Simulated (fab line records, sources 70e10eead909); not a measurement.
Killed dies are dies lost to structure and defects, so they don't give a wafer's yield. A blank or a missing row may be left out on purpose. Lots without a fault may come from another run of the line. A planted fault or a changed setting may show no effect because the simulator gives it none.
Chamber matching | flow nand_harc | NHARC_A_SGD_CUT_DEP_00 on pecvd-02: 3 sister chambers
The step deposits SiNx, target thk 50 nm. 16 wafers are shown with their chamber, then 8 later ones without.

WAFERS WITH THEIR CHAMBER
wafer  | chamber | heater_power_outer_w (W) | heater_power_w (W) | rf_fwd_power_W (W)
L076.1 | 2       | 366                      | 678                | 447.1
L076.2 | 1       | 540                      | 835                | 446.9
L076.5 | 0       | 452                      | 715                | 449.2
L082.2 | 0       | 434                      | 700                | 447.7
L082.5 | 2       | 330                      | 625                | 450.3
L082.6 | 1       | 582                      | 864                | 448.0
L083.1 | 2       | 353                      | 635                | 448.8
L083.4 | 1       | 556                      | 905                | 447.7
L083.5 | 2       | 349                      | 635                | 448.0
L084.1 | 2       | 352                      | 661                | 450.3
L084.3 | 1       | 530                      | 877                | 448.6
L084.6 | 0       | 466                      | 746                | 451.6
L093.1 | 0       | 458                      | 729                | 451.2
L093.3 | 2       | 373                      | 684                | 448.8
L093.5 | 2       | 367                      | 672                | 448.0
L095.1 | 1       | 448                      | 730                | 451.5

SIGNATURES (means of the wafers above)
reading              | chamber 0 | chamber 1 | chamber 2 | scatter within a chamber
heater_power_outer_w | 452.50    | 531.20    | 355.71    | 30.4
heater_power_w       | 722.50    | 842.20    | 655.71    | 41.9
rf_fwd_power_W       | 449.925   | 448.540   | 448.757   | 1.54
Rule: a wafer's distance from a chamber is the root of the sum, over the readings, of the square of ((its reading less the chamber's mean) divided by the reading's scatter). The wafer belongs to the nearest chamber; if the next one is less than 2 further off, it can't be placed. The scatter: the root of (the sum of the squares of (reading less its chamber's mean) over the shown wafers, divided by (wafers less chambers)).

WAFERS WITHOUT THEIR CHAMBER
wafer  | heater_power_outer_w (W) | heater_power_w (W) | rf_fwd_power_W (W)
L095.2 | 347                      | 621                | 448.6
L095.6 | 445                      | 735                | 449.3
L096.4 | 521                      | 832                | 450.1
L096.5 | 364                      | 655                | 448.8
L096.6 | 413                      | 647                | 450.0
L097.2 | 578                      | 912                | 447.6
L097.5 | 320                      | 597                | 446.3
L097.6 | 456                      | 730                | 448.3

WHICH CHAMBER EACH WENT THROUGH
wafer  | from the rows above     | in truth
L095.2 | 2                       | 2
L095.6 | 0                       | 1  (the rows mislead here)
L096.4 | 1                       | 1
L096.5 | 2                       | 2
L096.6 | can't be placed: 2 or 0 | 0
L097.2 | 1                       | 1
L097.5 | 2                       | 2
L097.6 | 0                       | 0
Placed correctly: 6 of 8. Can't be placed from these rows: 1 (the true chamber is among the candidates in 1). Placed wrongly: 1.
